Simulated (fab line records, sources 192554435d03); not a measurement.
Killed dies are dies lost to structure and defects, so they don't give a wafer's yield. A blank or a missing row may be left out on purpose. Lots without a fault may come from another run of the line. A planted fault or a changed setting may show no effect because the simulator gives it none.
fab line records | flow n5_finfet | part 2 of 2: steps 15 to 26 of 26
record lots=5 wafers=15 last_day=16
route steps=1938 shown GATE_CUT@493 MOL_CONTACT_COAG@517
lots that met no fault: from a run of the same line without faults
start_h: hours from the record's first day to the start of the lot's first wafer shown | wait_h: hours since the lot's step before | " the same as in the row above | L1.1+2: a row that stands for several wafers | - no value, or no start given | * or withheld: withheld | < > ~ a bound
route shown NAME@n: a module of which the file shows steps, and the number in the route of the first | usual: mean/standard deviation of fault-free wafers | same: alike in all rows | chamber/n: place in a boat | sites: the reading at each site | _std_site: their standard deviation | _edge_site: outer sites' mean less inner sites' | radius_mm: how far each site lies from the wafer's centre | mask NAME#n: copy n | behind: the tool/chamber that last shaped the wafer | hold: why the lot was held/for how many hours/how that ended | device: the transistor (n, p or np) that didn't switch | end of line: the same wafers' tests at the end of the route | a step without rows: its recipe alone | killed: dies lost to structure and defects at the first sort, not the wafer's yield | map: a wafer's dies, x killed, . not, _ none there
set.NAME: the setting as run; set.NAME@STEP: as run at that earlier step | model.NAME: the simulator's own value behind a step, which no gauge read
lots at some steps of the route; a table a step, a row a wafer
services: from which hour (start_h, from the record's first day; less than 0 if before it) a tool's chamber was out of use, for how many hours, and why
## steps
# step N5_GATE_CUT_STRIP_21
# recipe chemistry=N2/H2 time_s=30 power_w=1000 temp_c=250 pressure_mtorr=withheld n2_flow_sccm=1750 h2_flow_sccm=3250
# usual drypump_motor_current_A=5.4/0.41 heater_power_w=335/18
# columns lot.wafer tool chamber start_h wait_h drypump_motor_current_A heater_power_w rf_hours_counter_h
L076.3 plasma_asher-02 0 97.70 0.1 5.2 323 -
L076.4 " 1 " " 5.1 349 -
L076.5 " 0 " " 5.2 335 -
L077.3 plasma_asher-01 1 108.72 0.1 6.2 347 -
L077.4 " 0 " " 5.5 312 -
L077.5 " 1 " " 6.2 354 -
L086.2 plasma_asher-02 0 159.07 0.0 5.2 319 61
L086.4 " 0 " " 5.2 324 -
L086.6 " 1 " " 5.1 359 -
L087.1 plasma_asher-01 1 162.94 0.0 6.2 343 95
L087.3 " 1 " " 6.2 343 -
L087.4 " 0 " " 5.4 315 -
L091.2 plasma_asher-02 0 185.45 0.0 5.2 325 66
L091.3 " 1 " " 5.1 350 -
L091.5 " 0 " " 5.2 320 -
# step N5_GATE_CUT_STRIP_29
# recipe chemistry=post_etch_residue_remover time_s=60 temp_c=25 remover_ph=withheld remover_water_wt_pct=withheld remover_fluoride_wt_pct=withheld
# columns lot.wafer tool chamber start_h wait_h
L076.3+4+5 wet_bench-02 4,6,3 97.77 0.0
L077.3+4+5 wet_bench-04 1,5,3 108.79 0.0
L086.2+4+6 wet_bench-01 7,3,6 159.16 0.1
L087.1+3+4 wet_bench-02 0,7,3 163.03 0.1
L091.2+3+5 wet_bench-01 6,5,2 185.54 0.1
# step N5_GATE_CUT_SRD_52
# recipe dry=ipa_marangoni time_s=30 temp_c=23 rinse_liquid=diw
# columns lot.wafer tool chamber start_h wait_h
L076.3+4+5 wet_bench-02 4,6,3 97.79 0.0
L077.3+4+5 wet_bench-04 1,5,3 108.81 0.0
L086.2+4+6 wet_bench-01 7,3,6 159.18 0.0
L087.1+3+4 wet_bench-02 0,7,3 163.05 0.0
L091.2+3+5 wet_bench-01 6,5,2 185.56 0.0
# step N5_GATE_CUT_ALD_22
# recipe material=SiNx target_thk_a=160 temp_c=400 ald_precursor_family=SiH2I2 ald_co_reactant=N2/H2-plasma pulse_time_s=1 ald_cycles=320 purge_time_s=2 co_reactant_purge_time_s=2 pressure_torr=2
# usual heater_power_w=829/45 precursor_pulse_height_rel=1.001/0.019
# columns lot.wafer tool chamber start_h wait_h heater_power_w precursor_pulse_height_rel
L076.3 ald_sin-01 2 97.84 0.0 839 0.993
L076.4 " 2 " " 817 0.975
L076.5 " 1 " " 799 1.022
L077.3 ald_sin-04 3 108.85 0.0 790 1.027
L077.4 " 0 " " 934 1.001
L077.5 " 3 " " 807 1.017
L086.2 ald_sin-01 2 159.23 0.0 831 1.001
L086.4 " 0 " " 823 0.965
L086.6 " 0 " " 812 1.010
L087.1 ald_sin-01 3 163.10 0.0 882 1.024
L087.3 " 2 " " 840 0.983
L087.4 " 0 " " 818 1.010
L091.2 ald_sin-04 3 187.91 2.3 796 1.020
L091.3 " 1 " " 752 0.974
L091.5 " 3 " " 805 0.997
# step N5_GATE_CUT_CMP_23
# recipe stop_on=SiO2 t_overpolish_s=23.4 post_cmp_clean=alkaline_brush down_force_psi=2.5 platen_rpm=51.8 pad_velocity_m_s=1.0307 target_thk_nm=16
# usual head_pressure_psi=2.501/0.0051 motor_current_A=9.0/1 overpolish_run_s=23.398/0.0096 time_to_endpoint_s=20.0/2.5
# columns lot.wafer tool chamber start_h wait_h head_pressure_psi motor_current_A overpolish_run_s time_to_endpoint_s
L076.4 cmp-01 0 99.36 0.1 2.501 10.6 23.397 16.4
L076.3 " 1 " " 2.505 9.2 23.385 18.8
L076.5 " 0 " " 2.496 11.3 23.388 16.0
L077.3 cmp-03 3 110.46 0.9 2.498 9.4 23.419 18.0
L077.4 " 0 " " 2.504 10.7 23.412 19.3
L077.5 " 2 " " 2.498 9.3 23.404 23.1
L086.4 cmp-03 3 160.72 0.8 2.502 9.5 23.398 18.6
L086.2 " 2 " " 2.500 9.3 23.412 20.0
L086.6 " 3 " " 2.499 9.3 23.398 17.7
L087.4 cmp-03 3 164.63 0.8 2.509 9.6 23.406 19.5
L087.3 " 0 " " 2.501 10.4 23.408 16.9
L087.1 " 1 " " 2.505 7.8 23.388 20.4
L091.3 cmp-02 1 189.44 0.8 2.497 8.5 23.384 20.2
L091.2 " 3 " " 2.515 9.5 23.397 22.0
L091.5 " 1 " " 2.505 8.6 23.399 19.9
# step N5_GATE_CUT_THK_MEAS_24
# recipe reads=SiO2_of_GATE_CUT_HM_DEP_46+SiO2_flowable_of_ILD0_FCVD_FILL_01
# usual GC_FILL_THK=219.7/1.9
# columns lot.wafer tool chamber start_h wait_h GC_FILL_THK[nm]
L076.3 film_metro-01 - 99.62 - 217.5
L076.4 " - " " 222.4
L076.5 " - " " 219.7
L077.3 film_metro-01 - 110.68 - 218.0
L077.4 " - " " 223.1
L077.5 " - " " 222.3
L086.2 film_metro-01 - 161.01 - 219.1
L086.4 " - " " 221.1
L086.6 " - " " 219.9
L087.1 film_metro-01 - 164.88 - 218.3
L087.3 " - " " 219.7
L087.4 " - " " 219.0
L091.2 film_metro-01 - 189.70 - 217.7
L091.3 " - " " 216.2
L091.5 " - " " 220.7
# step N5_GATE_CUT_CMP_43
# recipe material=SiO2 post_cmp_clean=rinse_only
# usual motor_current_A=12.2/1.3
# columns lot.wafer tool chamber start_h wait_h motor_current_A
L076.3 cmp-03 0 99.65 0.0 14.2
L076.4 " 3 " " 12.7
L076.5 " 0 " " 13.8
L077.3 cmp-02 1 110.73 0.1 11.5
L077.4 " 0 " " 10.7
L077.5 " 1 " " 10.8
L086.4 cmp-03 3 161.12 0.1 13.4
L086.2 " 0 " " 14.6
L086.6 " 3 " " 13.0
L087.3 cmp-03 0 164.99 0.1 14.3
L087.1 " 1 " " 10.4
L087.4 " 2 " " 12.1
L091.2 cmp-01 0 189.89 0.2 14.5
L091.3 " 1 " " 12.4
L091.5 " 2 " " 10.7
# step N5_GATE_CUT_CMP_61
# recipe stop_on=SiNx t_overpolish_s=3 post_cmp_clean=alkaline_brush down_force_psi=4 platen_rpm=27.09 pad_velocity_m_s=0.539
# usual head_pressure_psi=4.000/0.0095 motor_current_A=12.2/1.4
# columns lot.wafer tool chamber start_h wait_h head_pressure_psi motor_current_A
L076.3 cmp-03 0 100.13 0.4 4.001 14.3
L076.4 " 3 " " 4.019 13.3
L076.5 " 0 " " 3.988 15.0
L077.3 cmp-02 1 111.21 0.4 4.001 10.7
L077.4 " 0 " " 4.001 11.0
L077.5 " 1 " " 3.998 11.0
L086.4 cmp-03 3 161.55 0.3 4.002 12.3
L086.2 " 0 " " 4.011 14.6
L086.6 " 3 " " 4.005 12.6
L087.3 cmp-03 0 165.42 0.3 3.996 15.5
L087.1 " 1 " " 3.982 9.7
L087.4 " 2 " " 4.000 12.3
L091.2 cmp-01 0 190.27 0.3 3.995 14.7
L091.3 " 1 " " 4.001 12.6
L091.5 " 2 " " 3.996 11.5
# step N5_GATE_CUT_INSPECT_26
# recipe inspect_instrument=darkfield mode=post_cmp
# usual raw_defect_count=42/20
# columns lot.wafer tool chamber start_h wait_h raw_defect_count
L076.3 defect_inspect-01 - 100.36 0.0 18
L076.4 " - " " 21
L076.5 " - " " 14
L077.3 defect_inspect-01 - 111.45 0.0 46
L077.4 " - " " 54
L077.5 " - " " 55
L086.2 defect_inspect-01 - 161.75 0.0 28
L086.4 " - " " 51
L086.6 " - " " 26
L087.1 defect_inspect-02 - 165.63 0.0 38
L087.3 " - " " 33
L087.4 " - " " 29
L091.2 defect_inspect-02 - 190.44 0.0 23
L091.3 " - " " 43
L091.5 " - " " 39
# step N5_MOL_CONTACT_COAG_COAT_103
# recipe resist=SOC temp_c=250 time_s=60 spin_rpm=1500 resist_thk_nm=80
# columns lot.wafer tool chamber start_h wait_h
L076.3+4+5 litho_track-01 0 100.40 0.0
L077.3+4+5 litho_track-04 0 111.48 0.0
L086.2+4+6 litho_track-02 0 161.79 0.0
L087.1+3+4 litho_track-04 0 165.66 0.0
L091.2+3+5 litho_track-02 0 190.47 0.0
# step N5_MOL_CONTACT_COAG_COAT_104
# recipe resist=SiARC temp_c=220 time_s=60 spin_rpm=1500 resist_thk_nm=12
# columns lot.wafer tool chamber start_h wait_h
L076.3+4+5 litho_track-01 0 - -
L077.3+4+5 litho_track-04 0 - -
L086.2+4+6 litho_track-02 0 - -
L087.1+3+4 litho_track-04 0 - -
L091.2+3+5 litho_track-02 0 - -
# step N5_MOL_CONTACT_COAG_COAT_58
# recipe resist=underlayer temp_c=205 time_s=60 spin_rpm=1500 resist_thk_nm=10
# columns lot.wafer tool chamber start_h wait_h
L076.3+4+5 litho_track-01 0 - -
L077.3+4+5 litho_track-04 0 - -
L086.2+4+6 litho_track-02 0 - -
L087.1+3+4 litho_track-04 0 - -
L091.2+3+5 litho_track-02 0 - -
## services
# columns tool chamber start_h hours kind
ald_sin-01 1 82.93 7.7 repair
cmp-02 - 84.20 0.8 repair
ald_sin-04 - 85.55 14.0 pm
cmp-03 - 86.04 1.2 repair
ald_sin-01 3 91.63 6.6 repair
cmp-02 - 94.97 13.4 pm
cmp-02 - 115.04 3.9 repair
rie_diel-04 2 115.56 19.2 repair
cmp-01 - 131.64 5.3 pm
rie_diel-01 3 139.01 5.3 repair
rie_metal-02 0 143.90 12.5 repair
rie_diel-04 2 153.49 7.9 repair
rie_diel-03 2 154.27 4.0 repair
rie_diel-01 0 162.16 - clean
rie_diel-01 0 162.16 - consumable_replace:focus_ring
rie_diel-01 0 162.16 22.8 scheduled_down
rie_diel-01 0 162.16 22.8 vent_cycle
rie_metal-03 1 164.51 4.8 repair
rie_diel-04 2 172.44 - clean
rie_diel-04 2 172.44 - consumable_replace:focus_ring
rie_diel-04 2 172.44 14.8 scheduled_down
rie_diel-04 2 172.44 14.8 vent_cycle
rie_diel-01 3 175.59 15.8 repair
rie_diel-03 - 179.33 2.8 pm
